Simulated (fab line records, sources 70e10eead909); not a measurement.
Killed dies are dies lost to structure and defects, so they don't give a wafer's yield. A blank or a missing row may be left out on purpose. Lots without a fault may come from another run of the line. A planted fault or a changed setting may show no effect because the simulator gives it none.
fab line records | flow nand_harc
record lots=23 wafers=69 last_day=32
route steps=1302 shown A_CONTACT@1099 A_BLC@1136 A_M0@1162 A_M1@1187 A_BONDPAD@1204
lots that met no fault: from a run of the same line without faults
start_h: hours from the record's first day to the start of the lot's first wafer shown | wait_h: hours since the lot's step before | " the same as in the row above | L1.1+2: a row that stands for several wafers | - no value, or no start given | * or withheld: withheld | < > ~ a bound
route shown NAME@n: a module of which the file shows steps, and the number in the route of the first | usual: mean/standard deviation of fault-free wafers | same: alike in all rows | chamber/n: place in a boat | sites: the reading at each site | _std_site: their standard deviation | _edge_site: outer sites' mean less inner sites' | radius_mm: how far each site lies from the wafer's centre | mask NAME#n: copy n | behind: the tool/chamber that last shaped the wafer | hold: why the lot was held/for how many hours/how that ended | device: the transistor (n, p or np) that didn't switch | end of line: the same wafers' tests at the end of the route | a step without rows: its recipe alone | killed: dies lost to structure and defects at the first sort, not the wafer's yield | map: a wafer's dies, x killed, . not, _ none there
set.NAME: the setting as run; set.NAME@STEP: as run at that earlier step | model.NAME: the simulator's own value behind a step, which no gauge read
steps of the route over a sample of lots; a table a step, a row a wafer
services: from which hour (start_h, from the record's first day; less than 0 if before it) a tool's chamber was out of use, for how many hours, and why
## steps
# step NHARC_A_CONTACT_STRIP_26
# recipe o2_flow_sccm=500 ar_flow_sccm=0 bias_w=0 chemistry=O2
# usual chamber_pressure_mTorr=60.00/0.052 drypump_motor_current_A=5.5/0.46 oes_product_au=0.996/0.014 rf_vpp_V=57.9/0.89 showerhead_plenum_p_Torr=3.59/0.15 throttle_valve_pct=17.036/0.009
# columns lot.wafer tool chamber start_h wait_h chamber_pressure_mTorr drypump_motor_current_A oes_product_au rf_hours_counter_h rf_vpp_V showerhead_plenum_p_Torr throttle_valve_pct
L074.1 rie_diel-08 1 - - 59.97 5.5 0.998 50 57.2 3.53 17.042
L074.2 " 2 " " 59.82 6.3 1.013 52 57.7 3.52 17.029
L074.6 " 0 " " 60.01 6.1 1.019 - 58.1 3.78 17.031
L076.1 rie_diel-08 1 - - 59.99 5.5 1.010 56 58.4 3.53 17.036
L076.5 " 0 " " 59.97 6.1 1.019 - 59.7 3.77 17.045
L076.4 " 1 " " 59.96 5.5 0.997 - 58.1 3.53 17.022
L075.1 rie_diel-08 3 - - 60.00 5.1 0.984 62 57.2 3.58 17.036
L075.4 " 1 " " 59.97 5.5 0.997 - 58.1 3.53 17.034
L075.5 " 0 " " 59.98 6.0 1.018 - 57.9 3.77 17.040
L077.2 rie_diel-08 3 - - 59.99 5.1 0.997 62 56.9 3.58 17.048
L077.5 " 0 " " 60.01 6.1 1.008 - 56.7 3.77 17.042
L077.4 " 1 " " 59.97 5.5 1.003 - 57.9 3.53 17.034
L078.2 rie_diel-08 0 - - 60.00 6.1 1.006 61 57.9 3.77 17.045
L078.1 " 1 " " 59.95 5.5 1.004 59 57.9 3.53 17.038
L078.6 " 0 " " 60.00 6.1 1.023 - 58.4 3.77 17.038
L079.2 rie_diel-08 3 - - 60.03 5.1 1.013 8 58.0 3.58 17.038
L079.4 " 2 " " 59.97 6.3 1.015 - 57.3 3.51 17.042
L079.5 " 1 " " 59.97 5.5 0.988 - 57.7 3.52 17.026
L080.2 rie_diel-04 3 - - 60.02 5.0 0.981 7 55.5 3.30 17.037
L080.1 " 1 " " 59.99 5.5 0.997 6 58.5 3.55 17.049
L080.6 " 3 " " 59.94 5.0 0.991 - 56.2 3.30 17.044
L081.1 rie_diel-04 1 - - 59.98 5.5 1.001 6 58.2 3.55 17.057
L081.4 " 3 " " 59.96 5.0 0.988 7 57.9 3.30 17.036
L081.5 " 1 " " 59.95 5.5 0.999 - 58.6 3.55 17.049
L082.3 rie_diel-04 0 - - 59.98 6.0 0.999 8 58.3 3.68 17.036
L082.4 " 1 " " 60.04 5.5 1.003 7 57.4 3.55 17.031
L082.5 " 0 " " 60.05 6.0 1.007 - 56.5 3.68 17.034
L083.4 rie_diel-04 1 - - 59.94 5.5 1.000 9 58.1 3.55 17.021
L083.3 " 2 " " 60.03 6.3 0.997 10 56.7 3.39 17.038
L083.6 " 3 " " 59.88 5.0 0.993 - 57.2 3.30 17.033
L084.4 rie_diel-10 2 - - 60.03 5.1 1.006 4 56.7 3.75 17.040
L084.1 " 0 " " 60.06 5.0 0.984 6 57.6 3.75 17.038
L084.5 " 1 " " 60.09 5.6 0.990 - 58.0 3.71 17.036
L087.2 rie_diel-08 3 - - 60.00 5.1 1.007 32 57.7 3.56 17.031
L087.3 " 0 " " 60.02 6.1 1.013 28 57.3 3.76 17.032
L087.1 " 1 " " 59.95 5.5 0.985 24 57.2 3.52 17.028
L085.2 rie_diel-10 0 - - 59.93 5.0 0.996 14 59.3 3.74 17.048
L085.3 " 1 " " 60.02 5.5 0.972 13 58.5 3.71 17.035
L085.6 " 0 " " 60.01 5.0 0.993 - 58.6 3.74 17.036
L086.4 rie_diel-04 3 - - 60.01 5.0 0.979 17 58.4 3.30 17.038
L086.1 " 1 " " 60.03 5.5 0.999 16 57.9 3.54 17.020
L086.3 " 2 " " 60.08 6.3 0.997 17 56.9 3.39 17.028
L090.2 rie_diel-10 3 - - 59.94 5.8 0.965 18 58.9 3.52 17.028
L090.4 " 1 " " 59.99 5.5 0.985 18 57.9 3.71 17.042
L090.5 " 2 " " 59.98 5.1 1.016 - 59.2 3.74 17.029
L091.3 rie_diel-04 0 - - 60.00 6.0 1.008 21 58.3 3.68 17.023
L091.2 " 1 " " 60.06 5.5 0.998 22 57.5 3.54 17.040
L091.4 " 3 " " 59.97 5.0 0.983 23 57.9 3.29 17.032
L089.2 rie_diel-10 1 - - 60.01 5.5 0.976 21 56.7 3.70 17.031
L089.4 " 0 " " 59.99 5.0 0.996 - 58.3 3.74 17.042
L089.5 " 1 " " 60.08 5.5 0.993 - 59.2 3.70 17.032
L088.2 rie_diel-04 0 - - 60.07 6.0 1.001 24 58.4 3.67 17.032
L088.5 " 3 " " 59.97 5.0 0.995 - 56.3 3.29 17.021
L088.6 " 0 " " 60.05 6.0 0.990 - 58.0 3.67 17.030
L093.2 rie_diel-10 1 - - 60.10 5.5 0.974 30 57.6 3.70 17.038
L093.1 " 0 " " 59.99 4.9 1.001 33 56.8 3.73 17.034
L093.5 " 2 " " 60.00 5.1 1.013 - 58.4 3.74 17.039
L092.2 rie_diel-04 3 - - 60.02 5.0 0.982 28 59.2 3.29 17.038
L092.4 " 1 " " 60.03 5.5 0.996 27 58.0 3.54 17.047
L092.6 " 2 " " 60.09 6.4 0.992 - 58.1 3.39 17.032
L095.2 rie_diel-10 3 - - 60.03 5.7 0.965 33 58.2 3.51 17.016
L095.1 " 2 " " 59.98 5.1 1.008 31 57.9 3.73 17.054
L095.6 " 0 " " 60.00 5.0 0.998 - 58.6 3.73 17.030
L097.3 rie_diel-04 3 - - 60.04 5.0 0.977 0 56.8 3.29 17.028
L097.1 " 1 " " 59.99 5.5 1.001 0 57.1 3.54 17.034
L097.5 " 3 " " 59.95 5.0 0.970 - 57.0 3.29 17.022
L096.4 rie_diel-10 0 - - 60.09 5.0 1.011 42 57.8 3.73 17.027
L096.1 " 3 " " 60.02 5.7 0.980 37 59.5 3.51 17.030
L096.6 " 1 " " 60.06 5.5 0.976 - 58.3 3.69 17.015
# step NHARC_A_BLC_INSPECT_28
# usual raw_defect_count=525/120
# columns lot.wafer tool chamber start_h wait_h raw_defect_count
L074.1 defect_inspect-02 - 523.67 0.1 545
L074.2 " - " " 545
L074.6 " - " " 482
L076.1 defect_inspect-01 - 539.19 0.1 602
L076.4 " - " " 515
L076.5 " - " " 596
L075.1 defect_inspect-01 - 544.29 0.1 295
L075.4 " - " " 307
L075.5 " - " " 246
L077.2 defect_inspect-01 - 545.01 0.1 600
L077.4 " - " " 609
L077.5 " - " " 580
L078.1 defect_inspect-02 - 547.19 0.1 554
L078.2 " - " " 547
L078.6 " - " " 584
L079.2 defect_inspect-02 - 574.80 0.1 481
L079.4 " - " " 627
L079.5 " - " " 483
L080.1 defect_inspect-01 - 589.50 0.1 443
L080.2 " - " " 518
L080.6 " - " " 536
L081.1 defect_inspect-02 - 593.69 0.1 348
L081.4 " - " " 503
L081.5 " - " " 399
L082.3 defect_inspect-02 - 598.94 0.1 373
L082.4 " - " " 389
L082.5 " - " " 458
L083.3 defect_inspect-01 - 609.36 0.1 317
L083.4 " - " " 411
L083.6 " - " " 303
L084.1 defect_inspect-01 - 626.10 0.1 614
L084.4 " - " " 666
L084.5 " - " " 578
L087.1 defect_inspect-01 - 643.55 0.1 529
L087.2 " - " " 646
L087.3 " - " " 525
L085.2 defect_inspect-01 - 646.48 0.1 671
L085.3 " - " " 482
L085.6 " - " " 434
L086.1 defect_inspect-01 - 652.82 0.1 422
L086.3 " - " " 426
L086.4 " - " " 469
L090.2 defect_inspect-01 - 674.81 0.1 388
L090.4 " - " " 503
L090.5 " - " " 498
L091.2 defect_inspect-01 - 676.02 0.1 470
L091.3 " - " " 446
L091.4 " - " " 480
L089.2 defect_inspect-01 - 684.31 0.1 569
L089.4 " - " " 618
L089.5 " - " " 556
L088.2 defect_inspect-02 - 685.10 0.1 590
L088.5 " - " " 920
L088.6 " - " " 642
L093.1 defect_inspect-02 - 699.96 0.1 689
L093.2 " - " " 947
L093.5 " - " " 604
L092.2 defect_inspect-01 - 701.09 0.1 606
L092.4 " - " " 620
L092.6 " - " " 512
L095.1 defect_inspect-01 - 717.89 0.1 857
L095.2 " - " " 487
L095.6 " - " " 621
L097.1 defect_inspect-01 - 725.43 0.1 549
L097.3 " - " " 582
L097.5 " - " " 506
L096.1 defect_inspect-01 - 731.54 0.1 440
L096.4 " - " " 395
L096.6 " - " " 374
# step NHARC_A_M0_CMP_23
# recipe t_overpolish_s=20 target_thk_nm=113.75
# usual motor_current_A=11.3/0.87 retaining_ring_pressure_frac=1.000/0.005 slurry_filter_dp_kPa=13.48/0.14 time_to_endpoint_s=27/3.3
# columns lot.wafer tool chamber start_h wait_h motor_current_A retaining_ring_pressure_frac slurry_filter_dp_kPa time_to_endpoint_s
L074.1 cmp-01 2 526.77 - 12.3 0.999 13.16 23
L074.2 " 3 " " 11.3 1.002 13.34 23
L074.6 " 3 " " 11.4 0.994 13.64 24
L076.4 cmp-02 1 542.35 - 11.8 1.001 13.72 31
L076.1 " 2 " " 13.2 1.005 13.52 29
L076.5 " 3 " " 9.7 0.992 13.34 25
L075.4 cmp-03 0 547.67 - 12.2 0.998 13.66 32
L075.1 " 1 " " 10.7 1.005 13.37 30
L075.5 " 2 " " 12.4 1.000 13.35 34
L077.4 cmp-03 3 548.15 - 11.8 1.001 13.59 31
L077.2 " 0 " " 12.4 1.001 13.45 31
L077.5 " 0 " " 12.5 1.001 13.53 33
L078.1 cmp-01 0 550.27 - 11.1 0.999 13.41 27
L078.2 " 3 " " 10.8 0.997 13.65 26
L078.6 " 1 " " 10.4 1.004 13.56 33
L079.2 cmp-03 1 577.91 - 10.3 0.997 13.47 29
L079.4 " 0 " " 12.4 0.997 13.47 31
L079.5 " 2 " " 12.0 1.001 13.26 28
L080.1 cmp-01 0 592.61 - 11.4 0.998 13.71 23
L080.2 " 1 " " 10.3 1.001 13.61 30
L080.6 " 3 " " 11.9 1.010 13.39 23
L081.4 cmp-02 3 597.10 - 10.2 0.997 13.52 24
L081.1 " 0 " " 11.7 0.992 13.80 28
L081.5 " 0 " " 11.2 0.986 13.55 28
L082.4 cmp-01 3 602.03 - 11.7 1.005 13.40 26
L082.3 " 1 " " 9.9 0.998 13.60 32
L082.5 " 3 " " 11.6 0.994 13.63 26
L083.3 cmp-01 2 612.32 - 11.8 1.005 13.53 26
L083.4 " 1 " " 9.9 0.989 13.39 31
L083.6 " 2 " " 11.9 1.001 13.43 23
L084.4 cmp-03 1 629.21 - 10.0 0.997 13.50 29
L084.1 " 2 " " 11.6 1.000 13.57 29
L084.5 " 2 " " 11.6 0.998 13.63 30
L087.1 cmp-01 2 646.62 - 11.9 1.001 13.54 25
L087.2 " 0 " " 11.5 0.995 13.48 23
L087.3 " 1 " " 10.3 1.012 13.73 30
L085.3 cmp-03 3 649.50 - 11.3 0.995 13.46 25
L085.2 " 2 " " 11.3 1.004 13.65 27
L085.6 " 3 " " 11.5 1.000 13.30 27
L086.4 cmp-01 1 655.77 - 10.5 1.005 13.82 34
L086.1 " 2 " " 11.7 0.999 13.35 27
L086.3 " 0 " " 11.1 1.006 13.35 23
L090.2 cmp-02 3 677.91 - 10.0 0.996 13.35 24
L090.4 " 1 " " 11.5 1.006 13.48 24
L090.5 " 3 " " 9.8 1.001 13.34 23
L091.4 cmp-02 2 679.12 - 13.4 1.000 13.36 29
L091.2 " 3 " " 10.0 0.997 13.22 23
L091.3 " 1 " " 11.2 0.997 13.42 27
L089.4 cmp-02 1 687.41 - 11.8 1.003 13.36 22
L089.2 " 3 " " 10.2 1.001 13.67 21
L089.5 " 2 " " 12.4 0.997 13.52 23
L088.2 cmp-01 3 688.29 - 11.1 0.998 13.62 25
L088.5 " 0 " " 11.2 1.009 13.60 28
L088.6 " 1 " " 9.7 1.004 13.57 33
L093.1 cmp-03 0 703.05 - 12.7 1.004 13.58 27
L093.2 " 2 " " 11.6 1.011 13.58 29
L093.5 " 1 " " 10.1 0.995 13.49 22
L092.2 cmp-01 0 704.04 - 11.4 1.003 13.69 25
L092.4 " 2 " " 12.3 0.994 13.52 28
L092.6 " 0 " " 10.8 0.998 13.54 26
L095.2 cmp-02 1 721.16 - 12.1 0.996 13.48 28
L095.1 " 3 " " 10.2 0.990 13.63 25
L095.6 " 1 " " 11.3 0.988 13.47 27
L097.1 cmp-03 2 728.54 - 12.5 0.997 13.44 25
L097.3 " 3 " " 11.4 0.996 13.27 26
L097.5 " 2 " " 11.6 1.001 13.29 26
L096.1 cmp-01 3 734.66 - 11.5 0.999 13.50 28
L096.4 " 0 " " 11.1 0.997 13.43 23
L096.6 " 2 " " 11.8 0.996 13.58 24
# step NHARC_A_M1_ETCH_28
# recipe target_depth_a=300 over_etch_frac=0.3 time_s=72.99 ion_energy_ev=150 cf4_flow_sccm=50 n2_flow_sccm=100 ar_flow_sccm=150 rf_w=300 bias_w=100 chemistry=CF4/N2
# usual chamber_pressure_mTorr=29.999/0.029 drypump_motor_current_A=5.6/0.41 oes_product_au=0.997/0.011 rf_vpp_V=314.6/2 showerhead_plenum_p_Torr=2.65/0.11 throttle_valve_pct=19.795/0.0084
# columns lot.wafer tool chamber start_h wait_h chamber_pressure_mTorr drypump_motor_current_A oes_product_au rf_hours_counter_h rf_vpp_V showerhead_plenum_p_Torr throttle_valve_pct
L074.1 rie_diel-01 1 - - 29.954 5.7 1.014 8.6 315.8 2.75 19.800
L074.2 " 3 " " 30.015 6.0 1.014 9.8 310.8 2.48 19.792
L074.6 " 0 " " 29.978 5.5 0.993 - 313.1 2.53 19.786
L076.1 rie_diel-09 2 - - 29.991 6.3 1.007 1.5 312.0 2.51 19.793
L076.4 " 1 " " 30.012 6.1 0.989 1.2 313.8 2.60 19.800
L076.5 " 3 " " 30.048 5.7 0.993 - 315.4 2.74 19.788
L075.4 rie_diel-12 0 - - 30.002 5.3 0.982 2.9 316.3 2.72 19.793
L075.1 " 3 " " 29.984 5.7 0.992 3.6 315.8 2.73 19.809
L075.5 " 0 " " 30.001 5.3 0.991 - 314.6 2.72 19.799
L077.4 rie_diel-12 2 - - 29.995 5.0 0.996 3.8 315.1 2.72 19.800
L077.2 " 1 " " 29.992 5.7 1.007 3.8 316.3 2.79 19.800
L077.5 " 3 " " 30.004 5.7 0.999 - 315.1 2.73 19.800
L078.2 rie_diel-12 3 - - 29.968 5.7 0.996 3.7 316.4 2.73 19.777
L078.1 " 1 " " 29.971 5.7 1.005 3.9 317.7 2.79 19.800
L078.6 " 0 " " 29.969 5.3 0.985 - 315.6 2.72 19.777
L079.2 rie_diel-12 0 - - 29.962 5.3 0.982 4.0 318.7 2.72 19.789
L079.4 " 2 " " 29.992 5.0 0.988 4.7 315.8 2.72 19.774
L079.5 " 1 " " 30.025 5.7 1.010 - 315.7 2.79 19.797
L081.1 rie_diel-09 1 - - 30.040 6.1 0.984 4.0 313.9 2.60 19.800
L081.4 " 2 " " 30.045 6.3 0.995 4.4 312.0 2.51 19.785
L081.5 " 0 " " 30.043 4.9 0.993 - 311.9 2.52 19.799
L080.1 rie_diel-01 2 - - 30.030 5.4 0.998 2.2 315.1 2.72 19.793
L080.2 " 1 " " 29.986 5.7 0.996 2.0 317.0 2.75 19.811
L080.6 " 1 " " 30.049 5.8 0.996 - 315.1 2.75 19.790
L082.4 rie_diel-12 1 - - 30.019 5.7 1.004 5.4 316.0 2.79 19.791
L082.3 " 2 " " 29.946 5.0 0.995 5.3 316.0 2.72 19.800
L082.5 " 1 " " 30.001 5.7 0.995 - 318.1 2.79 19.804
L083.4 rie_diel-09 1 - - 29.985 6.1 0.987 4.3 311.5 2.60 19.793
L083.3 " 3 " " 30.028 5.8 0.988 4.7 315.3 2.74 19.793
L083.6 " 2 " " 29.982 6.3 1.003 - 311.2 2.51 19.784
L084.4 rie_diel-12 0 - - 30.024 5.3 1.003 0.1 317.4 2.72 19.791
L084.1 " 1 " " 29.968 5.7 1.016 0.1 316.8 2.79 19.794
L084.5 " 3 " " 30.049 5.7 0.993 - 315.8 2.73 19.804
L087.3 rie_diel-09 3 - - 29.993 5.8 1.008 7.1 315.7 2.74 19.785
L087.1 " 0 " " 29.979 5.0 1.001 6.4 311.6 2.52 19.795
L087.2 " 1 " " 30.013 6.1 0.987 6.5 312.9 2.60 19.800
L085.2 rie_diel-01 2 - - 29.993 5.4 0.999 6.6 315.3 2.72 19.794
L085.3 " 3 " " 29.977 6.0 0.988 3.5 312.2 2.47 19.797
L085.6 " 0 " " 29.962 5.5 0.999 - 313.2 2.52 19.815
L086.3 rie_diel-12 1 - - 29.992 5.7 1.002 0.8 317.0 2.79 19.779
L086.4 " 3 " " 29.980 5.7 0.982 1.0 316.9 2.73 19.793
L086.1 " 0 " " 29.957 5.3 1.001 0.9 318.3 2.72 19.784
L090.4 rie_diel-01 2 - - 29.993 5.4 1.002 8.1 316.3 2.72 19.793
L090.2 " 3 " " 30.029 6.0 0.978 4.7 313.0 2.47 19.792
L090.5 " 1 " " 29.999 5.8 0.980 - 316.5 2.75 19.788
L091.2 rie_diel-01 3 - - 29.961 6.0 0.998 4.7 312.4 2.47 19.807
L091.4 " 1 " " 29.960 5.7 0.984 8.0 315.6 2.75 19.786
L091.3 " 2 " " 30.013 5.4 1.007 8.2 316.4 2.72 19.796
L089.2 rie_diel-09 0 - - 30.011 4.9 1.000 0.5 312.5 2.52 19.779
L089.4 " 0 " " 30.015 5.0 0.995 - 311.9 2.52 19.799
L089.5 " 1 " " 30.005 6.1 1.018 - 313.0 2.60 19.792
L088.2 rie_diel-01 1 - - 30.005 5.7 0.990 8.3 315.7 2.75 19.795
L088.6 " 2 " " 30.012 5.4 1.007 - 316.3 2.72 19.784
L088.5 " 3 " " 29.953 6.0 0.998 - 312.1 2.47 19.807
L093.1 rie_diel-01 1 - - 29.991 5.7 0.995 9.0 315.8 2.75 19.802
L093.2 " 2 " " 30.054 5.4 0.995 9.2 315.4 2.72 19.793
L093.5 " 3 " " 30.009 6.0 0.985 - 310.6 2.47 19.795
L092.2 rie_diel-09 0 - - 30.024 5.0 0.999 1.8 312.2 2.52 19.785
L092.4 " 0 " " 29.989 5.0 1.000 - 312.0 2.52 19.792
L092.6 " 3 " " 30.016 5.8 1.004 - 316.5 2.74 19.797
L095.1 rie_diel-09 3 - - 30.032 5.8 0.999 2.2 316.3 2.74 19.788
L095.2 " 2 " " 29.995 6.3 0.993 2.2 312.1 2.51 19.796
L095.6 " 0 " " 29.993 5.0 0.984 - 312.1 2.52 19.797
L097.1 rie_diel-12 1 - - 29.973 5.7 1.015 3.5 318.8 2.79 19.802
L097.3 " 2 " " 29.986 5.0 1.009 3.4 315.0 2.72 19.793
L097.5 " 2 " " 30.006 5.0 1.008 - 315.4 2.72 19.803
L096.1 rie_diel-09 0 - - 29.980 4.9 0.985 3.8 312.2 2.52 19.791
L096.4 " 3 " " 29.980 5.8 1.001 2.9 315.2 2.74 19.795
L096.6 " 0 " " 30.008 5.0 0.984 - 314.3 2.52 19.793
# step NHARC_A_BONDPAD_THK_MEAS_30
# recipe thk_meas_gauge=ellipsometry
# usual thk_nm=199.4/1.8
# columns lot.wafer tool chamber start_h wait_h thk_nm
L074.1 film_metro-02 - 532.81 0.2 201.4
L074.2 " - " " 199.8
L074.6 " - " " 200.2
L076.1 film_metro-01 - 548.51 0.2 202.5
L076.4 " - " " 197.2
L076.5 " - " " 200.1
L075.1 film_metro-01 - 553.62 0.2 199.6
L075.4 " - " " 200.3
L075.5 " - " " 196.8
L077.2 film_metro-02 - 554.19 0.2 202.1
L077.4 " - " " 202.5
L077.5 " - " " 200.1
L078.1 film_metro-01 - 556.36 0.1 202.8
L078.2 " - " " 198.1
L078.6 " - " " 197.5
L079.2 film_metro-01 - 583.96 0.2 200.4
L079.4 " - " " 202.2
L079.5 " - " " 202.0
L081.1 film_metro-02 - 604.50 0.2 200.1
L081.4 " - " " 203.4
L081.5 " - " " 199.5
L080.1 film_metro-01 - 604.69 0.2 197.1
L080.2 " - " " 196.9
L080.6 " - " " 198.1
L082.3 film_metro-02 - 608.95 0.2 196.7
L082.4 " - " " 200.0
L082.5 " - " " 200.5
L083.3 film_metro-02 - 618.55 0.2 196.6
L083.4 " - " " 201.9
L083.6 " - " " 200.6
L084.1 film_metro-02 - 635.91 0.2 197.5
L084.4 " - " " 198.7
L084.5 " - " " 197.8
L087.1 film_metro-01 - 652.61 0.2 199.2
L087.2 " - " " 199.4
L087.3 " - " " 199.1
L085.2 film_metro-02 - 655.79 0.2 202.6
L085.3 " - " " 202.3
L085.6 " - " " 199.0
L086.1 film_metro-02 - 661.62 0.2 200.0
L086.3 " - " " 196.9
L086.4 " - " " 196.6
L090.2 film_metro-02 - 683.90 0.2 199.1
L090.4 " - " " 196.6
L090.5 " - " " 198.9
L091.2 film_metro-02 - 684.98 0.2 195.7
L091.3 " - " " 200.0
L091.4 " - " " 197.2
L089.2 film_metro-02 - 693.60 0.2 200.6
L089.4 " - " " 198.5
L089.5 " - " " 200.9
L088.2 film_metro-02 - 694.16 0.2 198.5
L088.5 " - " " 198.3
L088.6 " - " " 197.0
L093.1 film_metro-02 - 709.17 0.2 202.6
L093.2 " - " " 198.1
L093.5 " - " " 200.4
L092.2 film_metro-02 - 709.95 0.2 200.3
L092.4 " - " " 198.8
L092.6 " - " " 197.7
L095.1 film_metro-01 - 727.14 0.2 199.4
L095.2 " - " " 199.4
L095.6 " - " " 198.0
L097.1 film_metro-02 - 734.48 0.2 197.0
L097.3 " - " " 200.8
L097.5 " - " " 195.4
L096.1 film_metro-01 - 740.69 0.2 198.6
L096.4 " - " " 199.7
L096.6 " - " " 199.7
# step NHARC_A_BONDPAD_DESCUM_11
# recipe time_s=3 o2_flow_sccm=200 ar_flow_sccm=0 bias_power_w=0 chemistry=O2
# usual chamber_pressure_mTorr=60.00/0.057 drypump_motor_current_A=5.8/0.38 oes_product_au=0.999/0.013 rf_vpp_V=57.7/0.91 showerhead_plenum_p_Torr=1.90/0.089 throttle_valve_pct=11.311/0.0091
# columns lot.wafer tool chamber start_h wait_h chamber_pressure_mTorr drypump_motor_current_A oes_product_au rf_hours_counter_h rf_vpp_V showerhead_plenum_p_Torr throttle_valve_pct
L074.2 rie_diel-02 3 533.59 - 60.07 6.1 0.997 3 59.3 2.03 11.316
L074.1 " 0 " " 59.99 6.0 0.992 3 57.0 1.99 11.322
L074.6 " 3 " " 59.96 6.1 0.991 - 57.0 2.03 11.310
L076.1 rie_diel-02 1 549.29 - 59.90 5.8 1.013 2 57.7 1.83 11.321
L076.4 " 3 " " 60.04 6.1 0.981 3 59.5 2.03 11.307
L076.5 " 1 " " 59.91 5.8 1.015 - 56.1 1.83 11.308
L075.4 rie_diel-02 0 554.27 - 60.04 6.0 0.998 3 58.4 1.99 11.307
L075.1 " 1 " " 59.97 5.8 1.002 2 55.9 1.83 11.316
L075.5 " 0 " " 59.96 6.0 0.992 - 58.5 1.99 11.325
L077.2 rie_diel-02 3 554.98 - 60.10 6.1 0.995 3 58.7 2.03 11.318
L077.4 " 0 " " 60.07 6.0 1.007 3 60.1 1.99 11.301
L077.5 " 3 " " 60.00 6.1 0.993 - 59.2 2.03 11.320
L078.1 rie_diel-04 3 557.03 - 60.02 4.9 0.999 2 56.9 1.78 11.314
L078.2 " 0 " " 59.99 6.0 1.005 2 58.3 2.01 11.324
L078.6 " 1 " " 60.01 5.5 0.977 - 58.2 1.93 11.312
L079.4 rie_diel-04 3 584.74 - 60.03 5.0 0.987 7 57.5 1.78 11.316
L079.2 " 0 " " 60.01 6.0 1.002 6 56.5 2.00 11.295
L079.5 " 3 " " 59.97 4.9 0.988 - 55.3 1.78 11.300
L081.1 rie_diel-02 1 605.29 - 59.99 5.8 1.008 1 58.2 1.83 11.308
L081.4 " 3 " " 59.99 6.1 0.993 1 57.9 2.03 11.324
L081.5 " 1 " " 60.03 5.8 1.007 - 55.9 1.83 11.323
L080.1 rie_diel-04 2 605.47 - 60.05 6.3 1.001 10 58.1 1.84 11.316
L080.2 " 0 " " 60.07 5.9 0.991 9 57.6 2.00 11.319
L080.6 " 3 " " 60.08 5.0 0.979 - 57.7 1.78 11.320
L082.3 rie_diel-04 3 609.72 - 59.98 5.0 0.981 10 57.1 1.78 11.317
L082.4 " 0 " " 59.92 6.0 1.008 9 57.8 2.00 11.308
L082.5 " 3 " " 59.95 4.9 0.970 - 57.2 1.78 11.313
L083.4 rie_diel-08 2 619.19 - 59.98 6.3 0.999 27 57.4 1.90 11.311
L083.3 " 1 " " 59.92 5.5 0.989 18 58.2 1.91 11.325
L083.6 " 2 " " 60.01 6.3 0.992 - 58.1 1.90 11.291
L084.4 rie_diel-02 3 636.72 - 60.01 6.1 1.010 2 57.7 2.03 11.311
L084.1 " 0 " " 60.04 6.0 0.975 1 57.9 1.99 11.301
L084.5 " 1 " " 60.05 5.8 1.006 - 56.7 1.83 11.318
L087.1 rie_diel-02 1 653.40 - 60.02 5.8 1.014 2 56.4 1.83 11.316
L087.3 " 2 " " 60.00 6.0 1.006 2 56.0 1.83 11.311
L087.2 " 0 " " 60.02 6.0 0.992 2 58.0 1.99 11.310
L085.3 rie_diel-02 0 656.56 - 59.89 6.0 0.988 2 59.0 1.99 11.312
L085.2 " 1 " " 59.99 5.8 1.006 2 56.8 1.83 11.325
L085.6 " 2 " " 60.07 5.9 1.001 - 57.0 1.83 11.317
L086.3 rie_diel-02 1 662.41 - 59.95 5.8 1.008 2 58.0 1.83 11.315
L086.4 " 3 " " 59.93 6.1 1.000 2 59.0 2.03 11.323
L086.1 " 0 " " 59.98 6.0 0.989 2 58.0 1.99 11.301
L090.2 rie_diel-02 2 684.57 - 59.91 5.9 1.012 3 57.9 1.83 11.294
L090.5 " 2 " " 60.00 5.9 1.002 - 57.6 1.83 11.319
L090.4 " 0 " " 59.95 6.0 0.983 - 59.8 1.99 11.308
L091.4 rie_diel-04 2 685.76 - 59.96 6.4 1.007 23 57.9 1.83 11.300
L091.2 " 0 " " 60.08 6.0 1.003 25 57.4 2.00 11.322
L091.3 " 1 " " 59.98 5.5 1.003 25 58.7 1.92 11.313
L089.2 rie_diel-02 2 694.38 - 60.13 5.9 1.004 3 57.6 1.83 11.310
L089.4 " 1 " " 60.00 5.8 1.006 3 57.4 1.83 11.301
L089.5 " 2 " " 60.01 5.9 0.998 - 58.2 1.83 11.321
L088.2 rie_diel-08 0 694.95 - 60.04 6.1 1.023 49 58.2 2.04 11.310
L088.5 " 3 " " 60.02 5.1 1.015 - 58.2 1.93 11.309
L088.6 " 0 " " 60.05 6.1 1.024 - 56.4 2.04 11.312
L093.1 rie_diel-02 1 709.83 - 60.06 5.8 1.007 3 56.8 1.83 11.327
L093.2 " 2 " " 60.04 5.9 0.989 3 57.3 1.83 11.304
L093.5 " 2 " " 60.01 5.9 1.002 - 56.3 1.83 11.296
L092.4 rie_diel-02 3 710.75 - 60.09 6.1 1.002 3 58.5 2.03 11.301
L092.2 " 0 " " 60.00 6.0 0.986 3 58.8 1.99 11.318
L092.6 " 2 " " 60.03 5.9 1.006 - 57.7 1.83 11.320
L095.2 rie_diel-04 0 727.93 - 60.12 6.0 0.998 1 57.7 2.00 11.316
L095.1 " 2 " " 59.95 6.4 1.013 1 56.4 1.83 11.314
L095.6 " 3 " " 60.01 5.0 0.974 - 56.7 1.77 11.321
L097.3 rie_diel-04 2 735.13 - 60.09 6.3 0.991 1 57.1 1.83 11.311
L097.1 " 0 " " 60.02 6.0 1.009 1 58.0 2.00 11.314
L097.5 " 3 " " 60.02 5.0 0.979 - 57.7 1.77 11.322
L096.4 rie_diel-02 1 741.48 - 59.98 5.8 0.997 4 56.7 1.83 11.303
L096.1 " 2 " " 60.07 6.0 0.999 4 57.6 1.83 11.318
L096.6 " 0 " " 59.95 6.0 0.980 - 57.5 1.99 11.321
## services
# columns tool chamber start_h hours kind
rie_diel-09 - 497.11 9.0 pm
cmp-01 - 513.02 7.0 repair
rie_diel-02 2 514.53 8.2 repair
rie_diel-02 1 514.61 8.0 repair
rie_diel-04 3 515.41 4.2 repair
rie_diel-02 0 519.91 4.8 repair
rie_diel-09 3 528.53 1.6 repair
rie_diel-02 2 530.47 4.6 repair
rie_diel-04 - 531.90 9.0 pm
rie_diel-08 - 541.65 3.1 repair
rie_diel-08 - 544.84 9.0 pm
rie_diel-12 0 562.11 6.8 repair
rie_diel-02 - 574.04 9.0 pm
cmp-01 - 577.61 4.0 pm
rie_diel-08 1 607.41 5.6 repair
cmp-01 - 616.72 2.1 repair
rie_diel-02 - 642.66 0.9 repair
rie_diel-04 2 651.55 7.8 repair
cmp-01 - 675.61 4.0 pm
rie_diel-02 3 684.12 3.1 repair
rie_diel-04 - 708.90 9.0 pm
rie_diel-02 - 712.00 1.1 repair
rie_diel-08 - 721.84 9.0 pm
cmp-01 - 730.16 3.3 repair
## key
fault none
